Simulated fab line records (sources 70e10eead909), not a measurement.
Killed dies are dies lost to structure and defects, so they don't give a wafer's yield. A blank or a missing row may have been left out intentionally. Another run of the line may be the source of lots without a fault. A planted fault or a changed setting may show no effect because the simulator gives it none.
Comparing a struck lot with a sound one | flow nand-harc | 15 steps out of a route of 1159
Sound: the wafers L447.1, L447.5, L447.6. Wafers L464.2, L464.3, L464.5 were the ones struck. The cause comes at the end.
Per side, at each step with rows, come the tool, then ch with its chambers, and then its first start. Under that, the readings that differ: sound wafers | struck wafers | difference of the means | sigmas: that difference in standard deviations of wafers without a fault.
alike: words and numbers the same on both sides, and readings whose means are apart by under 2 such deviations; not compared: readings that were withheld, readings missing a value for some wafer, numbers with overlapping values and no deviation given by the record, and bounds like >300 which may hide the same value.
Wherever a step has rows on one side only, a row that says differs or no value, or a row with sigmas, the two part there. Numbers that don't overlap but have no deviation are shown without sigmas and don't part them. A reading that every wafer of one side lacks parts them only if that side has two wafers or more.

first, 1 step without rows for these wafers: NHARC_A_CHANNEL_HOLE_D1_ETCH_44 (etches the open film in CF4/O2, target depth 140 nm, overetch 14 nm, time 77 s).
NHARC_A_CHANNEL_HOLE_D1_STRIP_27: strips in O2.
  sound: rie-diel-05 ch 0,1,2; struck: rie-diel-05 ch 0,1,3
  alike: drypump-motor-current-A, mfc-ar-sccm, oes-product-au, rf-vpp-V, showerhead-plenum-p-Torr, throttle-valve-pct
  not compared: rf-hours-counter-h
then, 2 steps without rows for these wafers: NHARC_A_CHANNEL_HOLE_D1_PRECLEAN_28 (cleans in SC1); NHARC_A_CHANNEL_HOLE_D1_SRD_29.
NHARC_A_CHANNEL_HOLE_D1_CD_MEAS_30:
  sound: cd-sem-02 at day 9 12:29; struck: cd-sem-02 at day 13 13:31
  alike: cd-nm
next, for these wafers, 1 step has no rows: NHARC_A_CHANNEL_HOLE_D1_XSEM_31.
NHARC_A_CHANNEL_HOLE_D1_INSPECT_40:
  sound: defect-inspect-01 at day 9 12:40; struck: defect-inspect-02 at day 13 13:42
  alike: raw-defect-count
then, 2 steps without rows for these wafers: NHARC_A_CHANNEL_FILL_D1_PRECLEAN_00 (cleans in SC1); NHARC_A_CHANNEL_FILL_D1_SRD_01.
NHARC_A_CHANNEL_FILL_D1_ALD_02: deposits SiO2, target thk 6 nm, pulse time 10 s, ald cycles 60.
  sound on ald-hk-04 ch 0,2,3, day 9 13:05; struck on ald-hk-04 ch 0,1,3, day 13 13:54
  alike: ald-cycles, heater-power-w, precursor-pulse-height-rel
NHARC_A_CHANNEL_FILL_D1_ALD_03: deposits SiNx, target thk 6 nm, pulse time 60 s, ald cycles 58.
  sound: ald-sin-batch-02 ch 0; struck: ald-sin-batch-01 ch 0
  alike: ald-cycles, precursor-pulse-height-rel
NHARC_A_CHANNEL_FILL_D1_ALD_14: deposits SiO2, target thk 2.5 nm, pulse time 10 s, ald cycles 25.
  sound on ald-hk-01 ch 2,3, day 9 20:16; struck on ald-hk-01 ch 2,3, day 14 00:27
  alike: ald-cycles, heater-power-w, precursor-pulse-height-rel
NHARC_A_CHANNEL_FILL_D1_ALD_15: deposits SiNx, target thk 2 nm, pulse time 60 s, ald cycles 19.
  sound on ald-sin-batch-01 ch 0, day 9 23:13; struck on ald-sin-batch-02 ch 0, day 14 03:31
  reading    | sound    | struck   | difference | sigmas
  ald-cycles | 19 19 19 | 24 24 24 | +5         |
  alike: precursor-pulse-height-rel
NHARC_A_CHANNEL_FILL_D1_ALD_16: deposits SiO2, target thk 1.5 nm, pulse time 10 s, ald cycles 15.
  sound on ald-hk-01 ch 1,2, day 10 01:17; struck on ald-hk-04 ch 0,1,2, day 14 05:38
  alike: ald-cycles, heater-power-w, precursor-pulse-height-rel
NHARC_END_SORT_01:
  the record has rows for the sound wafers here (prober-01 ch 0, day 20 03:20) and none for the struck ones

== WHERE THEY PART ==
Within this record, at NHARC_END_SORT_01 only.

WHY: what the simulator had put in
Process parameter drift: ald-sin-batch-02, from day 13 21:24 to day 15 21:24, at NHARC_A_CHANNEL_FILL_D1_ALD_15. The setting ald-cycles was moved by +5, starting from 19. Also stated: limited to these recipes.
